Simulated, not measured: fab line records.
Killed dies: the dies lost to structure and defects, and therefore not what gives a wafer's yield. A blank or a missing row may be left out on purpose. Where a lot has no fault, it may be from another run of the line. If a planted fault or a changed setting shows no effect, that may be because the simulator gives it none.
Matching of chambers	flow n5-finfet	N5_BEOL_M1_STRIP_66 on rie-diel-01 has 4 sister chambers
The step strips in CF4. 4 wafers are shown with their chamber, then 8 later ones without.

EACH WAFER AND ITS CHAMBER
wafer	chamber	showerhead-plenum-p-Torr (Torr)
L075.1	1	1.86
L082.1	0	1.80
L082.2	2	1.83
L092.1	3	1.71

WAFERS WITHOUT THEIR CHAMBER
wafer	showerhead-plenum-p-Torr (Torr)
L092.2	1.85
L092.3	1.82
L094.3	1.71
L094.5	1.84
L094.6	1.82
L097.1	1.84
L097.3	1.80
L097.6	1.84

EACH ONE'S CHAMBER
wafer	from the rows above	in truth
L092.2	can't be placed: 1 or 2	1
L092.3	can't be placed: 2 or 0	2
L094.3	3	3
L094.5	can't be placed: 2 or 1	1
L094.6	can't be placed: 2 or 0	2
L097.1	can't be placed: 2 or 1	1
L097.3	0	0
L097.6	can't be placed: 2 or 1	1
2 of 8 placed correctly. These rows do not allow placing 6 (true chamber among the candidates in 6). Placed wrongly: 0.
How it was worked out, from the rows above alone: a wafer's distance from a chamber is the root of the sum, over the readings, of the square of ((its reading less the chamber's mean) divided by the reading's scatter). If the next closest chamber is less than 2 further off than the closest, the wafer can't be placed; otherwise it belongs to the closest. For every chamber, the mean is computed from those of its wafers that are shown. The scatter: root of mean squared gap, hidden wafer to nearest shown wafer, with one shown wafer a chamber.
